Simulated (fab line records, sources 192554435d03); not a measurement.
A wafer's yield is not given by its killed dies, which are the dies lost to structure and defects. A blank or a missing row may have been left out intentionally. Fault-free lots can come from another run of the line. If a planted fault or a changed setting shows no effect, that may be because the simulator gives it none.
Matching of chambers    flow n5 finfet    N5_GATE_CUT_HM_DEP_46 on pecvd-03 has 3 sister chambers
The step deposits SiO2 from TEOS/O2, target thk 130 nm, time 26.6 s. 14 wafers are shown with their chamber, then 7 later ones without.

EACH WAFER AND ITS CHAMBER
wafer   chamber  throttle valve pct (%)  showerhead plenum p Torr (Torr)  heater power w (W)
L798.3  1        19.5                    8.27                             766
L798.4  0        19.7                    8.39                             766
L798.6  2        17.6                    8.37                             517
L800.2  1        19.4                    8.27                             596
L800.5  1        19.3                    8.28                             604
L800.6  0        20.1                    8.37                             643
L801.1  0        20.0                    8.39                             636
L801.4  2        17.4                    8.36                             405
L801.5  1        19.6                    8.27                             698
L808.1  1        19.5                    8.26                             747
L808.5  0        19.7                    8.37                             807
L808.6  2        17.8                    8.35                             487
L811.1  1        19.7                    8.27                             630
L811.2  0        19.8                    8.41                             634

SIGNATURES (means of the wafers above)
reading                   chamber 0  chamber 1  chamber 2  scatter within a chamber
throttle valve pct        19.860     19.500     17.600     0.168
showerhead plenum p Torr  8.3860     8.2700     8.3600     0.0118
heater power w            697.20     673.50     469.67     74.8
Rule: a wafer lies at a distance from a chamber equal to the root of the sum of squares, over the readings, of (its reading less the chamber's mean, divided by the reading's scatter). The wafer belongs to the nearest chamber; if the next one is less than 2 further off, it can't be placed. How the scatter is found: for the shown wafers, subtract from each reading the mean of its chamber, square and add these, divide the total by (wafers less chambers), then take the root.

WAFERS WHOSE CHAMBER IS MISSING
wafer   throttle valve pct (%)  showerhead plenum p Torr (Torr)  heater power w (W)
L811.3  17.4                    8.38                             405
L812.1  17.7                    8.38                             515
L812.4  19.7                    8.27                             729
L812.6  20.0                    8.41                             754
L816.1  19.9                    8.38                             655
L816.2  19.6                    8.26                             734
L816.4  19.6                    8.27                             771

EACH ONE'S CHAMBER
wafer   from the rows above  in truth
L811.3  2                    2
L812.1  2                    2
L812.4  1                    1
L812.6  0                    0
L816.1  0                    0
L816.2  1                    1
L816.4  1                    1
Correct placement for 7 of the 7. Number that these rows cannot place: 0. Placed wrongly: 0.
